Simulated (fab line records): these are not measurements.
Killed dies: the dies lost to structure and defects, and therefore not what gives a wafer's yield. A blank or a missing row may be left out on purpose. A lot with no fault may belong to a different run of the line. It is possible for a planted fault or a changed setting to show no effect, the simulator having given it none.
Comparing a struck lot with a sound one | flow n5 finfet | 26 out of 1938 route steps
Sound: wafers L972.2, L972.4, L972.5. The struck wafers were L984.2, L984.3, L984.4. The cause is given at the end.
Order at every step that has rows: each side's tool, ch and its chambers, its first start. Under that, the readings that differ: sound wafers | struck wafers | difference of the means | sigmas: that difference in standard deviations of wafers without a fault.
alike: readings whose means differ by less than 2 such deviations, and words and numbers that are the same on both sides. not compared: withheld readings, readings that some wafer has no value for, bounds like >300 that may hide the same value, and numbers for which the record gives no deviation and whose values overlap.
A row with sigmas, a row that says differs or no value, or rows on one side alone: a step with any of these is where the two part. When numbers do not overlap yet have no deviation, they are printed without sigmas and do not part them. A reading that every wafer of one side lacks parts them only if that side has two wafers or more.

N5_BEOL_M5_PRE_CLEAN_77: time 15 s.
  sound on cvd co-01 ch 0,2, day 10 05:11; struck on cvd co-02 ch 0,2, day 14 08:25
  alike: heater power w
then, 3 steps without rows for these wafers: N5_BEOL_M5_CO_CAP_78 (material Co, precursor CCTBA/H2, target thk 2 nm, time 102.1 s); N5_BEOL_M5_PRE_CLEAN_55 (time 15 s); N5_BEOL_M5_DEP_56 (deposits SiCN from 3MS/NH3, target thk 8 nm, time 14 s).
N5_BEOL_M5_RS_MEAS_57: a four-point-probe measurement.
  sound on film metro-01 at day 10 05:25; struck on film metro-01 at day 14 08:38
  alike: M5_RS
N5_BEOL_M5_INSPECT_58: inspects for defects (darkfield).
  sound on defect inspect-01 at day 10 05:26; struck on defect inspect-02 at day 14 08:40
  alike: raw defect count
then, 1 step without rows for these wafers: N5_BEOL_M6_ILD_DEP_00 (deposits SiCOH lowk from DEMS/porogen, target thk 179.75 nm, time 33.4 s).
N5_BEOL_M6_CURE_74: cures SiCOH lowk, time 240 s.
  sound on uv cure-01 ch 1, day 10 05:37; struck on uv cure-03 ch 1, day 14 08:50
  reading          | sound             | struck            | difference | sigmas
  wafer_temp_C_max | 387.4 387.0 386.5 | 388.1 388.1 389.3 | +1.5       | +2
  alike: lamp power pct
N5_BEOL_M6_THK_MEAS_01:
  sound on film metro-02 at day 10 06:03; struck on film metro-01 at day 14 09:16
  alike: M6_ILD_THK
N5_BEOL_M6_PECVD_70: deposits SiO2 from TEOS/O2, target thk 20 nm, time 22.7 s.
  sound on pecvd-01 ch 0, day 10 06:05; struck on pecvd-01 ch 0,1, day 14 09:19
  alike: heater power w, showerhead plenum p Torr, throttle valve pct
N5_BEOL_M6_HM_DEP_02: deposits TiN, target thk 20 nm.
  sound on pvd sputter-01 at day 10 07:25; struck on pvd sputter-01 at day 14 10:08
  alike: throttle valve pct
then, 1 step without rows for these wafers: N5_BEOL_M6_COAT_59 (time 60 s, resist thk 100 nm).
N5_BEOL_M6_COAT_60: time 60 s, resist thk 35 nm.
  sound on litho track-03 ch 0, day 10 07:33; struck on litho track-03 ch 0, day 14 10:16
  reading                                    | sound                | struck               | difference | sigmas
  spin speed rpm (rpm)                       | 1500.9 1498.9 1501.7 | 1547.7 1547.2 1546.4 | +46.6      | +39
  model.SiARC_of_BEOL_M6_COAT_60.thk nm (nm) | 35 34.8 34.8         | 34.4 34.4 34.4       | -0.5       |
  alike: exhaust pa
then, 6 steps without rows for these wafers: N5_BEOL_M6_COAT_05 (resist thk 90 nm); N5_BEOL_M6_EBR_07; N5_BEOL_M6_SOFTBAKE_06 (time 60 s); N5_BEOL_M6_EXPOSE_08 (exposes mask M6); N5_BEOL_M6_PEB_09 (peb time 60 s); N5_BEOL_M6_DEVELOP_10 (develop time 30 s).
N5_BEOL_M6_CD_MEAS_11: target cd 38.5 nm.
  sound on cd sem-01 ch 0, day 10 07:48; struck on cd sem-03 ch 0, day 14 10:38
  alike: cd nm
N5_BEOL_M6_OVL_MEAS_12:
  sound on overlay-02 ch 0, day 10 07:49; struck on overlay-02 ch 0, day 14 10:40
  alike: M6_OVL
N5_BEOL_M6_INSPECT_13: inspects for defects (brightfield).
  sound on defect inspect-01 at day 10 07:51; struck on defect inspect-02 at day 14 10:41
  alike: raw defect count
N5_BEOL_M6_DESCUM_16: chemistry O2, time 7.9 s.
  sound on rie diel-01 ch 1,2, day 10 08:03; struck on rie diel-04 ch 1,2,3, day 14 10:45
  alike: drypump motor current A, oes product au, rf vpp V, showerhead plenum p Torr, throttle valve pct
  not compared: rf hours counter h
N5_BEOL_M6_ETCH_61: etches SiARC in CF4, target depth 45.5 nm, time 75.8 s.
  sound on rie diel-01 ch 1,2, day 10 08:05; struck on rie diel-04 ch 1,2,3, day 14 10:47
  reading                  | sound             | struck            | difference | sigmas
  model.etch.depth nm (nm) | 34.96 34.89 34.83 | 34.32 34.39 34.41 | -0.52      |
  alike: drypump motor current A, etch rf on time s, oes product au, rf vpp V, showerhead plenum p Torr, throttle valve pct
  not compared: rf hours counter h
N5_BEOL_M6_ETCH_62: etches SOC in N2/H2, target depth 110 nm, overetch 22 nm, time 165 s.
  sound on rie diel-01 ch 1,2, day 10 08:08; struck on rie diel-04 ch 1,2,3, day 14 10:50
  reading                                    | sound             | struck            | difference | sigmas
  h2 flow sccm (sccm)                        | 199.8 199.0 199.7 | 201.3 201.0 199.7 | +1.2       | +2
  model.SiARC_of_BEOL_M6_COAT_60.thk nm (nm) | 28.2 28.2 28      | 27.8 27.6 27.4    | -0.5       |
  alike: drypump motor current A, n2 flow sccm, oes product au, rf vpp V, showerhead plenum p Torr, throttle valve pct
  not compared: rf hours counter h
then, 1 step without rows for these wafers: N5_BEOL_M6_STRIP_68 (strips in N2/H2).

WHERE THEY PART
First at N5_BEOL_M6_CURE_74; last, within this record, at N5_BEOL_M6_ETCH_62.

WHY: what the simulator had put in
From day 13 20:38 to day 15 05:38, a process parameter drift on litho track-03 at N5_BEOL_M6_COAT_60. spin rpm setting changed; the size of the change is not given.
